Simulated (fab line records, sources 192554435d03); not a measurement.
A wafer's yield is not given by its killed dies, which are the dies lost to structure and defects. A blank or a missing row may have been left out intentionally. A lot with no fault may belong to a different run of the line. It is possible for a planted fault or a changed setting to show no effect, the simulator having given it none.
fab line records + flow n5_finfet
record:
- lots: 15
- wafers: 45
- last_day: 22
route steps=1938 shown BEOL_M7@1326 BEOL_M8@1346
lots that met no fault: taken from a fault-free run of the same line
start_h: hours from the record's first day to the start of the lot's first wafer shown + wait_h: hours from the lot's prior step to this one + " same as the row above + L1.1+2: a single row standing in for several wafers + - no value present, or no start provided + * or withheld: withheld + < > ~ a bound
route shown NAME@n: a module of which the file shows steps, and the number in the route of the first + usual: mean and standard deviation over wafers with no fault + same: alike in all rows + chamber/n: place in a boat + sites: the reading at each site + _std_site: standard deviation of those values + _edge_site: the outer-site mean with the inner-site mean subtracted + radius_mm: how far each site lies from the wafer's centre + mask NAME#n: copy n + behind: the last tool/chamber to shape the wafer + hold: reason for holding the lot/hours on hold/outcome of the hold + device: transistor that didn't switch, given as n, p or np + end of line: the same wafers' tests at the end of the route + for a step that has no rows: nothing shown but its recipe + killed: count of dies lost to structure and defects at first sort (not the wafer's yield) + map: per-die view of a wafer (x killed, . not killed, _ where there is no die)
set.NAME: the setting as run; set.NAME@STEP: as run at that earlier step + model.NAME: the simulator's own value behind a step, which no gauge read
a sample of lots followed through the steps of the route, with each step as a table and each wafer as a row
services: the hour from which a tool's chamber was out of use, counted from the record's first day as start_h (under 0 if before that day), plus the number of hours and why
== steps ==
step: N5_BEOL_M7_CMP_52
recipe:
- stop_on: SiCOH_lowk
- t_overpolish_s: 6.9
- down_force_psi: 1
- platen_rpm: 50
- clearing_platen_down_force_psi: 1.5
- clearing_platen_rpm: 50
- post_cmp_clean: cu_alkaline
- target_thk_nm: 80
- clearing_platen_pad_velocity_m_s: 0.99484
- pad_velocity_m_s: 0.99484
usual:
- barrier_field_endpoint_s: 29.0/0.64
- motor_current_A: 6.0/0.66
- overpolish_run_s: 6.900/0.0085
- platen_rpm: 50.00/0.036
- retaining_ring_pressure_frac: 1.000/0.0052
- slurry_flow_ml_min: 150.0/0.48
- time_to_endpoint_s: 63/3.6
| lot.wafer | tool   | chamber | start_h | wait_h | barrier_field_endpoint_s | motor_current_A | overpolish_run_s | platen_rpm | retaining_ring_pressure_frac | slurry_flow_ml_min | time_to_endpoint_s |
|-----------|--------|---------|---------|--------|--------------------------|-----------------|------------------|------------|------------------------------|--------------------|--------------------|
| L938.3    | cmp-01 | 2       | 221.59  | 0.2    | 27.9                     | 7.0             | 6.891            | 50.00      | 1.010                        | 150.7              | 61                 |
| L938.1    | "      | 3       | "       | "      | 28.3                     | 7.0             | 6.892            | 50.04      | 1.001                        | 150.1              | 63                 |
| L938.5    | "      | 2       | "       | "      | 28.5                     | 6.7             | 6.903            | 50.03      | 1.003                        | 151.2              | 60                 |
| L941.4    | cmp-02 | 1       | 253.50  | 0.1    | 29.2                     | 6.3             | 6.894            | 49.95      | 0.999                        | 150.6              | 71                 |
| L941.1    | "      | 3       | "       | "      | 28.1                     | 5.0             | 6.902            | 50.02      | 1.001                        | 151.1              | 65                 |
| L941.6    | "      | 2       | "       | "      | 28.9                     | 6.7             | 6.909            | 50.06      | 1.002                        | 149.4              | 69                 |
| L942.4    | cmp-03 | 2       | 275.70  | 0.1    | 29.0                     | 5.6             | 6.894            | 49.95      | 1.006                        | 150.3              | 61                 |
| L942.6    | "      | 2       | "       | "      | 28.7                     | 5.3             | 6.889            | 50.05      | 1.006                        | 149.9              | 59                 |
| L942.5    | "      | 3       | "       | "      | 28.5                     | 6.6             | 6.889            | 49.95      | 0.994                        | 150.3              | 61                 |
| L943.1    | cmp-03 | 3       | 280.10  | 0.3    | 28.2                     | 6.6             | 6.916            | 49.98      | 1.009                        | 150.2              | 56                 |
| L943.3    | "      | 1       | "       | "      | 27.8                     | 6.3             | 6.902            | 50.05      | 0.992                        | 149.8              | 59                 |
| L943.4    | "      | 2       | "       | "      | 29.1                     | 5.6             | 6.906            | 49.96      | 1.003                        | 149.9              | 63                 |
| L945.1    | cmp-01 | 1       | 324.58  | 0.3    | 28.3                     | 4.8             | 6.912            | 49.99      | 1.008                        | 150.1              | 61                 |
| L945.4    | "      | 2       | "       | "      | 29.5                     | 6.7             | 6.898            | 50.02      | 1.002                        | 150.0              | 65                 |
| L945.2    | "      | 3       | "       | "      | 28.8                     | 6.8             | 6.903            | 50.00      | 0.997                        | 150.5              | 63                 |
| L947.3    | cmp-01 | 2       | 345.99  | 0.2    | 29.3                     | 6.9             | 6.893            | 50.01      | 1.002                        | 150.2              | 69                 |
| L947.4    | "      | 0       | "       | "      | 30.0                     | 6.2             | 6.895            | 49.93      | 0.996                        | 149.7              | 65                 |
| L947.2    | "      | 1       | "       | "      | 29.0                     | 4.5             | 6.913            | 50.05      | 1.005                        | 150.3              | 66                 |
| L948.4    | cmp-02 | 3       | 347.13  | 0.1    | 29.1                     | 5.1             | 6.892            | 49.93      | 0.991                        | 150.0              | 64                 |
| L948.6    | "      | 3       | "       | "      | 28.4                     | 4.7             | 6.917            | 50.01      | 0.993                        | 149.7              | 65                 |
| L948.5    | "      | 0       | "       | "      | 29.1                     | 5.8             | 6.889            | 49.94      | 1.000                        | 149.2              | 65                 |
| L949.1    | cmp-03 | 0       | 355.68  | 0.5    | 28.7                     | 5.9             | 6.900            | 50.08      | 1.008                        | 150.1              | 59                 |
| L949.2    | "      | 3       | "       | "      | 28.4                     | 6.4             | 6.895            | 49.97      | 1.006                        | 149.9              | 57                 |
| L949.6    | "      | 1       | "       | "      | 29.5                     | 5.9             | 6.893            | 50.00      | 1.006                        | 150.5              | 61                 |
| L954.3    | cmp-02 | 2       | 379.32  | 0.2    | 28.9                     | 6.5             | 6.906            | 49.95      | 0.997                        | 149.5              | 62                 |
| L954.5    | "      | 2       | "       | "      | 29.3                     | 6.2             | 6.903            | 49.99      | 1.004                        | 150.0              | 61                 |
| L954.6    | "      | 3       | "       | "      | 29.0                     | 5.1             | 6.907            | 50.03      | 1.012                        | 149.1              | 57                 |
| L952.2    | cmp-02 | 1       | 388.04  | 0.3    | 28.4                     | 6.3             | 6.890            | 49.99      | 0.993                        | 149.9              | 65                 |
| L952.5    | "      | 2       | "       | "      | 29.0                     | 6.6             | 6.913            | 50.04      | 1.002                        | 149.6              | 63                 |
| L952.6    | "      | 3       | "       | "      | 29.0                     | 4.7             | 6.903            | 49.97      | 1.005                        | 149.6              | 62                 |
| L959.4    | cmp-02 | 3       | 400.10  | 0.2    | 28.5                     | 5.0             | 6.894            | 50.03      | 1.000                        | 149.7              | 59                 |
| L959.5    | "      | 1       | "       | "      | 28.4                     | 6.4             | 6.900            | 49.98      | 1.002                        | 150.3              | 63                 |
| L959.6    | "      | 2       | "       | "      | 28.9                     | 6.8             | 6.901            | 50.04      | 1.001                        | 150.1              | 62                 |
| L961.4    | cmp-02 | 2       | 400.87  | 0.2    | 29.0                     | 6.6             | 6.899            | 50.01      | 0.996                        | 150.3              | 60                 |
| L961.3    | "      | 3       | "       | "      | 28.5                     | 5.0             | 6.895            | 50.02      | 0.991                        | 149.7              | 63                 |
| L961.5    | "      | 0       | "       | "      | 29.7                     | 6.2             | 6.899            | 50.02      | 0.997                        | 150.3              | 65                 |
| L955.3    | cmp-03 | 1       | 406.94  | 0.2    | 28.5                     | 6.4             | 6.908            | 49.99      | 1.001                        | 150.0              | 64                 |
| L955.1    | "      | 2       | "       | "      | 28.8                     | 5.6             | 6.908            | 50.08      | 1.000                        | 150.2              | 68                 |
| L955.2    | "      | 3       | "       | "      | 28.7                     | 6.1             | 6.902            | 49.98      | 0.996                        | 149.6              | 68                 |
| L958.1    | cmp-02 | 2       | 425.76  | 0.3    | 28.3                     | 7.3             | 6.902            | 50.01      | 1.004                        | 149.8              | 60                 |
| L958.5    | "      | 2       | "       | "      | 29.1                     | 6.6             | 6.885            | 50.05      | 0.996                        | 150.0              | 61                 |
| L958.6    | "      | 3       | "       | "      | 28.3                     | 5.0             | 6.908            | 50.03      | 0.995                        | 150.5              | 59                 |
| L957.4    | cmp-03 | 0       | 426.95  | 0.2    | 30.4                     | 5.8             | 6.903            | 50.02      | 0.995                        | 150.6              | 68                 |
| L957.1    | "      | 1       | "       | "      | 29.5                     | 6.3             | 6.886            | 49.99      | 0.993                        | 151.3              | 69                 |
| L957.5    | "      | 3       | "       | "      | 29.9                     | 6.2             | 6.903            | 49.96      | 0.998                        | 150.6              | 67                 |
step: N5_BEOL_M8_OVL_MEAS_12
recipe:
- points_per_wafer: 44
usual:
- M8_OVL: -0.1/0.7
| lot.wafer | tool       | chamber | start_h | wait_h | M8_OVL[nm] |
|-----------|------------|---------|---------|--------|------------|
| L938.1    | overlay-01 | 0       | 223.39  | 0.0    | 0.2        |
| L938.3    | "          | 0       | "       | "      | -0.9       |
| L938.5    | "          | 0       | "       | "      | 0.4        |
| L941.1    | overlay-01 | 0       | 256.45  | 0.0    | -0.4       |
| L941.4    | "          | 0       | "       | "      | 0.1        |
| L941.6    | "          | 0       | "       | "      | 0.5        |
| L942.4    | overlay-02 | 0       | 277.66  | 0.0    | -1.4       |
| L942.5    | "          | 0       | "       | "      | -0.9       |
| L942.6    | "          | 0       | "       | "      | -0.6       |
| L943.1    | overlay-01 | 0       | 281.82  | 0.0    | 0.2        |
| L943.3    | "          | 0       | "       | "      | 1.3        |
| L943.4    | "          | 0       | "       | "      | 1.5        |
| L945.1    | overlay-02 | 0       | 326.93  | 0.0    | -1.2       |
| L945.2    | "          | 0       | "       | "      | -0.6       |
| L945.4    | "          | 0       | "       | "      | 0.2        |
| L947.2    | overlay-02 | 0       | 349.46  | 0.0    | -1.0       |
| L947.3    | "          | 0       | "       | "      | -1.2       |
| L947.4    | "          | 0       | "       | "      | -0.8       |
| L948.4    | overlay-01 | 0       | 349.87  | 0.0    | -0.6       |
| L948.5    | "          | 0       | "       | "      | -0.9       |
| L948.6    | "          | 0       | "       | "      | 0.2        |
| L949.1    | overlay-01 | 0       | 357.82  | 0.0    | -0.2       |
| L949.2    | "          | 0       | "       | "      | -0.7       |
| L949.6    | "          | 0       | "       | "      | 0.4        |
| L954.3    | overlay-02 | 0       | 381.03  | 0.0    | 0.9        |
| L954.5    | "          | 0       | "       | "      | 0.1        |
| L954.6    | "          | 0       | "       | "      | 0.2        |
| L952.2    | overlay-01 | 0       | 390.53  | 0.0    | 0.0        |
| L952.5    | "          | 0       | "       | "      | 0.4        |
| L952.6    | "          | 0       | "       | "      | 0.7        |
| L959.4    | overlay-02 | 0       | 405.20  | 0.0    | -0.2       |
| L959.5    | "          | 0       | "       | "      | 0.9        |
| L959.6    | "          | 0       | "       | "      | 0.1        |
| L961.3    | overlay-02 | 0       | 405.75  | 0.0    | 0.6        |
| L961.4    | "          | 0       | "       | "      | 1.2        |
| L961.5    | "          | 0       | "       | "      | -0.3       |
| L955.1    | overlay-02 | 0       | 409.65  | 0.0    | -1.2       |
| L955.2    | "          | 0       | "       | "      | -0.2       |
| L955.3    | "          | 0       | "       | "      | 0.4        |
| L958.1    | overlay-01 | 0       | 428.56  | 0.0    | 0.3        |
| L958.5    | "          | 0       | "       | "      | -0.1       |
| L958.6    | "          | 0       | "       | "      | 0.1        |
| L957.1    | overlay-02 | 0       | 429.08  | 0.0    | 0.3        |
| L957.4    | "          | 0       | "       | "      | -1.0       |
| L957.5    | "          | 0       | "       | "      | 0.2        |
step: N5_BEOL_M8_HM_OPEN_17
recipe:
- chemistry: Cl2/BCl3
- target_depth_a: 200
- overetch_a: 60
- target: TiN
- mask_material: SOC
- ion_energy_ev: 150
- pressure_mtorr: 10
- icp_w: 1000
- bias_w: 126
- Cl2_flow_sccm: 53.25
- bcl3_flow_sccm: 21.75
- Ar_flow_sccm: 25
usual:
- bcl3_flow_sccm: 21.75/0.068
- bias_w: 126.0/0.4
- drypump_motor_current_A: 5.63/0.3
- oes_product_au: 0.67/0.093
- throttle_valve_pct: 22.12/0.14
| lot.wafer | tool         | chamber | start_h | wait_h | bcl3_flow_sccm | bias_w | drypump_motor_current_A | oes_product_au | rf_hours_counter_h | throttle_valve_pct |
|-----------|--------------|---------|---------|--------|----------------|--------|-------------------------|----------------|--------------------|--------------------|
| L938.1    | rie_metal-01 | 0       | 223.72  | 0.0    | 21.88          | 125.5  | 5.55                    | 0.56           | 99                 | 22.07              |
| L938.3    | "            | 1       | "       | "      | 21.72          | 125.9  | 5.86                    | 0.55           | -                  | 22.34              |
| L938.5    | "            | 1       | "       | "      | 21.76          | 125.8  | 5.88                    | 0.56           | -                  | 22.34              |
| L941.1    | rie_metal-02 | 0       | 256.78  | 0.0    | 21.74          | 126.0  | 6.23                    | 0.65           | 48                 | 22.17              |
| L941.4    | "            | 0       | "       | "      | 21.79          | 126.2  | 6.22                    | 0.66           | -                  | 22.16              |
| L941.6    | "            | 1       | "       | "      | 21.78          | 126.2  | 5.67                    | 0.80           | -                  | 22.03              |
| L942.4    | rie_metal-02 | 0       | 278.05  | 0.1    | 21.54          | 126.3  | 6.25                    | 0.65           | -                  | 22.20              |
| L942.5    | "            | 0       | "       | "      | 21.67          | 126.5  | 6.22                    | 0.64           | -                  | 22.20              |
| L942.6    | "            | 1       | "       | "      | 21.84          | 126.0  | 5.69                    | 0.79           | -                  | 22.05              |
| L943.1    | rie_metal-01 | 1       | 282.15  | 0.0    | 21.81          | 126.1  | 5.89                    | 0.54           | 100                | 22.35              |
| L943.3    | "            | 0       | "       | "      | 21.70          | 125.1  | 5.55                    | 0.55           | -                  | 22.10              |
| L943.4    | "            | 1       | "       | "      | 21.78          | 125.9  | 5.87                    | 0.54           | -                  | 22.36              |
| L945.1    | rie_metal-03 | 0       | 327.27  | 0.0    | 21.76          | 125.8  | 5.32                    | 0.56           | 94                 | 22.12              |
| L945.2    | "            | 1       | "       | "      | 21.79          | 126.6  | 5.44                    | 0.66           | 48                 | 22.19              |
| L945.4    | "            | 0       | "       | "      | 21.73          | 126.0  | 5.30                    | 0.56           | -                  | 22.11              |
| L947.2    | rie_metal-01 | 0       | 349.80  | 0.0    | -              | -      | -                       | -              | -                  | -                  |
| L947.3    | "            | 0       | "       | "      | -              | -      | -                       | -              | -                  | -                  |
| L947.4    | "            | 1       | "       | "      | -              | -      | -                       | -              | -                  | -                  |
| L948.4    | rie_metal-03 | 0       | 350.23  | 0.1    | -              | -      | -                       | -              | -                  | -                  |
| L948.5    | "            | 1       | "       | "      | -              | -      | -                       | -              | -                  | -                  |
| L948.6    | "            | 0       | "       | "      | -              | -      | -                       | -              | -                  | -                  |
| L949.1    | rie_metal-01 | 0       | 358.15  | 0.0    | -              | -      | -                       | -              | -                  | -                  |
| L949.2    | "            | 0       | "       | "      | -              | -      | -                       | -              | -                  | -                  |
| L949.6    | "            | 0       | "       | "      | -              | -      | -                       | -              | -                  | -                  |
| L954.3    | rie_metal-03 | 0       | 381.44  | 0.1    | 21.73          | 126.4  | 5.34                    | 0.55           | -                  | 22.14              |
| L954.5    | "            | 1       | "       | "      | 21.69          | 125.8  | 5.44                    | 0.65           | -                  | 22.23              |
| L954.6    | "            | 0       | "       | "      | 21.82          | 126.3  | 5.33                    | 0.55           | -                  | 22.11              |
| L952.2    | rie_metal-03 | 1       | 390.86  | 0.0    | 21.81          | 126.0  | 5.44                    | 0.65           | 52                 | 22.23              |
| L952.5    | "            | 1       | "       | "      | 21.86          | 126.0  | 5.44                    | 0.65           | -                  | 22.21              |
| L952.6    | "            | 0       | "       | "      | 21.70          | 126.0  | 5.33                    | 0.55           | -                  | 22.12              |
| L959.4    | rie_metal-02 | 1       | 405.67  | 0.1    | 21.73          | 125.5  | 5.66                    | 0.75           | -                  | 22.06              |
| L959.5    | "            | 1       | "       | "      | 21.73          | 125.6  | 5.66                    | 0.76           | -                  | 22.05              |
| L959.6    | "            | 0       | "       | "      | 21.64          | 126.0  | 6.21                    | 0.63           | -                  | 22.20              |
| L961.3    | rie_metal-03 | 1       | 406.31  | 0.1    | 21.65          | 125.8  | 5.47                    | 0.66           | -                  | 22.22              |
| L961.4    | "            | 1       | "       | "      | 21.82          | 126.3  | 5.46                    | 0.66           | -                  | 22.23              |
| L961.5    | "            | 1       | "       | "      | 21.71          | 126.4  | 5.45                    | 0.66           | -                  | 22.22              |
| L955.1    | rie_metal-03 | 1       | 410.21  | 0.0    | 21.72          | 126.2  | 5.46                    | 0.65           | 54                 | 22.23              |
| L955.2    | "            | 1       | "       | "      | 21.77          | 126.1  | 5.44                    | 0.65           | -                  | 22.22              |
| L955.3    | "            | 1       | "       | "      | 21.71          | 126.4  | 5.45                    | 0.65           | -                  | 22.24              |
| L958.1    | rie_metal-03 | 0       | 428.99  | 0.1    | 21.67          | 125.9  | 5.32                    | 0.82           | 1                  | 21.92              |
| L958.5    | "            | 0       | "       | "      | 21.71          | 126.1  | 5.32                    | 0.82           | -                  | 21.94              |
| L958.6    | "            | 1       | "       | "      | 21.68          | 126.3  | 5.47                    | 0.65           | -                  | 22.25              |
| L957.1    | rie_metal-03 | 0       | 429.42  | 0.0    | 21.69          | 125.4  | 5.30                    | 0.82           | 1                  | 21.94              |
| L957.4    | "            | 0       | "       | "      | 21.72          | 125.3  | 5.31                    | 0.81           | -                  | 21.96              |
| L957.5    | "            | 1       | "       | "      | 21.72          | 126.2  | 5.43                    | 0.64           | -                  | 22.25              |
step: N5_BEOL_M8_STRIP_19
recipe:
- chemistry: O2
- power_w: 400
- temp_c: 40
- pressure_mtorr: 30
- rf_frequency_hz: 6e+07
- bias_power_w: 0
- overash_fraction: 0.2
- o2_flow_sccm: 225
usual:
- drypump_motor_current_A: 5.7/0.45
- o2_flow_sccm: 225.0/0.71
- oes_product_au: 0.82/0.09
- rf_vpp_V: 3.6/0.6
- showerhead_plenum_p_Torr: 2.12/0.079
- throttle_valve_pct: 16.67/0.2
same:
- overash_fraction: 0.2
| lot.wafer | tool        | chamber | start_h | wait_h | drypump_motor_current_A | o2_flow_sccm | oes_product_au | rf_hours_counter_h | rf_vpp_V | showerhead_plenum_p_Torr | throttle_valve_pct |
|-----------|-------------|---------|---------|--------|-------------------------|--------------|----------------|--------------------|----------|--------------------------|--------------------|
| L938.1    | rie_diel-05 | 1       | 223.83  | 0.1    | 5.4                     | 225.3        | 0.93           | 17                 | 4.2      | 2.24                     | 16.41              |
| L938.3    | "           | 0       | "       | "      | 6.3                     | 224.2        | 0.89           | 33                 | 4.9      | 2.14                     | 16.58              |
| L938.5    | "           | 2       | "       | "      | 5.8                     | 224.4        | 0.68           | -                  | 3.7      | 2.15                     | 17.08              |
| L941.1    | rie_diel-05 | 0       | 256.89  | 0.1    | 6.3                     | 225.0        | 0.87           | 41                 | 3.4      | 2.13                     | 16.59              |
| L941.4    | "           | 2       | "       | "      | 5.8                     | 225.0        | 0.68           | 249                | 3.7      | 2.15                     | 17.11              |
| L941.6    | "           | 0       | "       | "      | 6.3                     | 225.9        | 0.87           | -                  | 3.7      | 2.13                     | 16.61              |
| L942.4    | rie_diel-02 | 3       | 278.13  | 0.1    | 5.6                     | 225.1        | 0.74           | 178                | 3.9      | 2.00                     | 16.92              |
| L942.5    | "           | 1       | "       | "      | 5.8                     | 224.0        | 0.71           | -                  | 4.3      | 2.17                     | 16.76              |
| L942.6    | "           | 0       | "       | "      | 5.6                     | 225.5        | 0.69           | -                  | 2.7      | 1.99                     | 16.71              |
| L943.1    | rie_diel-04 | 2       | 282.26  | 0.1    | 5.1                     | 225.6        | 0.67           | 247                | 2.4      | 2.05                     | 16.85              |
| L943.3    | "           | 3       | "       | "      | 5.0                     | 225.2        | 0.96           | 16                 | 4.6      | 2.15                     | 16.51              |
| L943.4    | "           | 1       | "       | "      | 5.6                     | 224.6        | 0.83           | 78                 | 4.6      | 2.03                     | 16.83              |
| L945.1    | rie_diel-05 | 3       | 327.38  | 0.1    | 6.6                     | 224.3        | 0.67           | 235                | 3.3      | 2.16                     | 16.92              |
| L945.2    | "           | 1       | "       | "      | 5.4                     | 223.9        | 0.86           | 46                 | 2.4      | 2.23                     | 16.47              |
| L945.4    | "           | 0       | "       | "      | 6.3                     | 225.5        | 0.84           | 60                 | 2.1      | 2.13                     | 16.62              |
| L947.2    | rie_diel-04 | 1       | 349.91  | 0.1    | 5.6                     | 224.6        | 0.81           | 97                 | 3.5      | 2.02                     | 16.87              |
| L947.3    | "           | 3       | "       | "      | 5.1                     | 225.4        | 0.90           | 37                 | 3.9      | 2.14                     | 16.56              |
| L947.4    | "           | 0       | "       | "      | 6.1                     | 225.6        | 0.87           | 58                 | 2.8      | 2.22                     | 16.54              |
| L948.4    | rie_diel-02 | 1       | 350.31  | 0.1    | 5.8                     | 226.3        | 0.69           | 221                | 3.4      | 2.16                     | 16.79              |
| L948.5    | "           | 1       | "       | "      | 5.8                     | 225.6        | 0.70           | -                  | 3.7      | 2.16                     | 16.79              |
| L948.6    | "           | 2       | "       | "      | 5.7                     | 224.8        | 0.74           | -                  | 3.9      | 2.18                     | 16.80              |
| L949.1    | rie_diel-04 | 1       | 358.36  | 0.2    | 5.6                     | 224.8        | 0.82           | 100                | 3.5      | 2.02                     | 16.85              |
| L949.2    | "           | 2       | "       | "      | 5.1                     | 225.6        | 0.93           | 13                 | 2.7      | 2.05                     | 16.36              |
| L949.6    | "           | 3       | "       | "      | 5.1                     | 224.8        | 0.90           | -                  | 4.4      | 2.14                     | 16.55              |
| L954.3    | rie_diel-05 | 1       | 381.81  | 0.3    | 5.4                     | 224.4        | 0.86           | 55                 | 3.0      | 2.22                     | 16.50              |
| L954.5    | "           | 3       | "       | "      | 6.6                     | 226.1        | 0.67           | -                  | 4.4      | 2.16                     | 16.96              |
| L954.6    | "           | 1       | "       | "      | 5.4                     | 225.1        | 0.86           | -                  | 3.7      | 2.22                     | 16.50              |
| L952.2    | rie_diel-02 | 2       | 391.10  | 0.2    | 5.6                     | 224.1        | 0.74           | 168                | 3.5      | 2.17                     | 16.82              |
| L952.5    | "           | 0       | "       | "      | 5.6                     | 226.5        | 1.01           | -                  | 4.1      | 2.24                     | 16.27              |
| L952.6    | "           | 3       | "       | "      | 5.6                     | 224.6        | 0.72           | -                  | 4.7      | 1.99                     | 16.98              |
| L959.4    | rie_diel-02 | 3       | 405.89  | 0.2    | 5.6                     | 225.8        | 0.71           | 218                | 2.9      | 1.99                     | 16.97              |
| L959.5    | "           | 0       | "       | "      | 5.6                     | 224.7        | 0.98           | -                  | 4.1      | 2.24                     | 16.29              |
| L959.6    | "           | 3       | "       | "      | 5.6                     | 225.3        | 0.71           | -                  | 3.3      | 1.99                     | 16.98              |
| L961.3    | rie_diel-04 | 2       | 406.45  | 0.1    | 5.2                     | 224.7        | 0.89           | 29                 | 2.7      | 2.04                     | 16.39              |
| L961.4    | "           | 1       | "       | "      | 5.5                     | 225.8        | 0.80           | -                  | 3.9      | 2.02                     | 16.87              |
| L961.5    | "           | 3       | "       | "      | 5.2                     | 224.2        | 0.88           | -                  | 3.2      | 2.14                     | 16.58              |
| L955.1    | rie_diel-04 | 2       | 410.41  | 0.2    | 5.1                     | 224.4        | 0.90           | 30                 | 3.7      | 2.04                     | 16.40              |
| L955.2    | "           | 3       | "       | "      | 5.1                     | 225.4        | 0.88           | 54                 | 3.6      | 2.14                     | 16.57              |
| L955.3    | "           | 1       | "       | "      | 5.6                     | 224.1        | 0.80           | 117                | 2.6      | 2.02                     | 16.87              |
| L958.1    | rie_diel-05 | 0       | 429.10  | 0.1    | 6.3                     | 224.6        | 0.81           | 83                 | 3.1      | 2.12                     | 16.69              |
| L958.5    | "           | 0       | "       | "      | 6.3                     | 225.1        | 0.81           | -                  | 2.8      | 2.12                     | 16.67              |
| L958.6    | "           | 3       | "       | "      | 6.6                     | 225.0        | 0.98           | -                  | 2.7      | 2.15                     | 16.49              |
| L957.1    | rie_diel-04 | 3       | 429.53  | 0.1    | 5.1                     | 225.7        | 0.88           | 61                 | 4.3      | 2.13                     | 16.59              |
| L957.4    | "           | 2       | "       | "      | 5.2                     | 224.5        | 0.88           | 37                 | 3.5      | 2.04                     | 16.42              |
| L957.5    | "           | 0       | "       | "      | 6.1                     | 225.2        | 0.84           | -                  | 4.8      | 2.21                     | 16.59              |
step: N5_BEOL_M8_CD_MEAS_18
recipe:
- pitch_nm: 80
- target_cd_nm: 40
usual:
- cd_nm: 40.0/0.54
| lot.wafer | tool      | chamber | start_h | wait_h | cd_nm |
|-----------|-----------|---------|---------|--------|-------|
| L938.1    | cd_sem-02 | -       | 223.90  | 0.0    | 40.2  |
| L938.3    | "         | -       | "       | "      | 40.1  |
| L938.5    | "         | -       | "       | "      | 40.0  |
| L941.1    | cd_sem-01 | -       | 256.96  | 0.0    | 40.9  |
| L941.4    | "         | -       | "       | "      | 40.2  |
| L941.6    | "         | -       | "       | "      | 40.9  |
| L942.4    | cd_sem-02 | -       | 278.21  | 0.1    | 40.3  |
| L942.5    | "         | -       | "       | "      | 38.8  |
| L942.6    | "         | -       | "       | "      | 40.0  |
| L943.1    | cd_sem-03 | -       | 282.33  | 0.0    | 40.8  |
| L943.3    | "         | -       | "       | "      | 40.4  |
| L943.4    | "         | -       | "       | "      | 40.1  |
| L945.1    | cd_sem-01 | -       | 327.45  | 0.0    | 38.8  |
| L945.2    | "         | -       | "       | "      | 39.3  |
| L945.4    | "         | -       | "       | "      | 39.7  |
| L947.2    | cd_sem-01 | -       | 349.98  | 0.1    | -     |
| L947.3    | "         | -       | "       | "      | -     |
| L947.4    | "         | -       | "       | "      | -     |
| L948.4    | cd_sem-01 | -       | 350.39  | 0.1    | -     |
| L948.5    | "         | -       | "       | "      | -     |
| L948.6    | "         | -       | "       | "      | -     |
| L949.1    | cd_sem-03 | -       | 358.43  | 0.0    | -     |
| L949.2    | "         | -       | "       | "      | -     |
| L949.6    | "         | -       | "       | "      | -     |
| L954.3    | cd_sem-03 | -       | 381.89  | 0.1    | 40.0  |
| L954.5    | "         | -       | "       | "      | 40.5  |
| L954.6    | "         | -       | "       | "      | 41.2  |
| L952.2    | cd_sem-02 | -       | 391.17  | 0.1    | 39.6  |
| L952.5    | "         | -       | "       | "      | 39.8  |
| L952.6    | "         | -       | "       | "      | 40.0  |
| L959.4    | cd_sem-01 | -       | 405.97  | 0.1    | 39.8  |
| L959.5    | "         | -       | "       | "      | 39.9  |
| L959.6    | "         | -       | "       | "      | 40.3  |
| L961.3    | cd_sem-02 | -       | 406.53  | 0.1    | 39.9  |
| L961.4    | "         | -       | "       | "      | 40.1  |
| L961.5    | "         | -       | "       | "      | 40.0  |
| L955.1    | cd_sem-02 | -       | 410.48  | 0.0    | 39.6  |
| L955.2    | "         | -       | "       | "      | 39.3  |
| L955.3    | "         | -       | "       | "      | 40.8  |
| L958.1    | cd_sem-03 | -       | 429.17  | 0.0    | 39.8  |
| L958.5    | "         | -       | "       | "      | 40.3  |
| L958.6    | "         | -       | "       | "      | 40.0  |
| L957.1    | cd_sem-03 | -       | 429.60  | 0.0    | 40.1  |
| L957.4    | "         | -       | "       | "      | 39.4  |
| L957.5    | "         | -       | "       | "      | 39.8  |
== services ==
| tool         | chamber | start_h | hours | kind   |
|--------------|---------|---------|-------|--------|
| cmp-02       | -       | 215.05  | 3.4   | repair |
| rie_metal-01 | -       | 228.73  | 0.3   | repair |
| cmp-02       | -       | 230.85  | 4.1   | repair |
| cmp-03       | -       | 235.38  | 10.9  | pm     |
| rie_diel-02  | -       | 238.40  | 0.2   | repair |
| rie_diel-02  | 0       | 251.28  | 2.0   | repair |
| cmp-03       | -       | 255.03  | 0.4   | repair |
| cmp-02       | -       | 255.54  | 4.1   | repair |
| cmp-03       | -       | 270.86  | 1.0   | repair |
| cmp-02       | -       | 291.63  | 4.0   | pm     |
| cmp-02       | -       | 295.98  | 4.2   | pm     |
| rie_metal-01 | -       | 300.39  | 1.4   | pm     |
| cmp-03       | -       | 303.08  | 2.8   | repair |
| cmp-02       | -       | 303.40  | 0.6   | repair |
| cmp-03       | -       | 313.46  | 4.0   | pm     |
| rie_diel-05  | 1       | 333.99  | 5.9   | repair |
| rie_diel-02  | 3       | 335.79  | 4.6   | repair |
| cmp-03       | -       | 336.82  | 3.6   | repair |
| cmp-03       | -       | 357.64  | 2.2   | pm     |
| rie_diel-04  | 3       | 382.33  | 7.4   | repair |
| cmp-02       | -       | 393.48  | 1.2   | repair |
| rie_diel-04  | 0       | 393.93  | 4.7   | repair |
| rie_diel-04  | 0       | 401.55  | 15.5  | repair |
| cmp-03       | -       | 416.98  | 0.5   | repair |
== key ==
first_sign:
- step: N5_BEOL_M8_HM_OPEN_17
- reading: tool_record
- direction: missing
effect:
- step: N5_BEOL_M8_CD_MEAS_18
- reading: cd_nm
- direction: missing
met_at N5_BEOL_M8_HM_OPEN_17
struck_lots L947,L948,L949
later_rows_left_out L947.2,L947.3,L947.4,L948.4,L948.5,L948.6,L949.1,L949.2,L949.6
sort_left_out L947.2,L947.3,L947.4,L948.4,L948.5,L948.6,L949.1,L949.2,L949.6
not_acting_at N5_BEOL_M7_CMP_52,N5_BEOL_M8_OVL_MEAS_12,N5_BEOL_M8_STRIP_19
onset_between 327.27 349.80
earlier_fault:
- kind: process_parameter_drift
- tool: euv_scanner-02
- chamber: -
- onset_h: 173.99
- steps: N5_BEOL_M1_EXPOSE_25
- channel: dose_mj
- offset: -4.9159
- shape: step
- acts_in: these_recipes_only
- stated: 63
fault:
- kind: skipped_step_whole
- tool: rie_metal-01,rie_metal-03
- chamber: -
- onset_h: 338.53
- steps: N5_BEOL_M8_HM_OPEN_17
- scope: struck_lots_only
sort_left_out: the simulated sort isn't trusted on such a fault, so these wafers' sort isn't shown, and their yield isn't known
later_rows_left_out: the simulator's readings of these wafers behind a module that went badly wrong aren't trusted and aren't shown, but for the sort
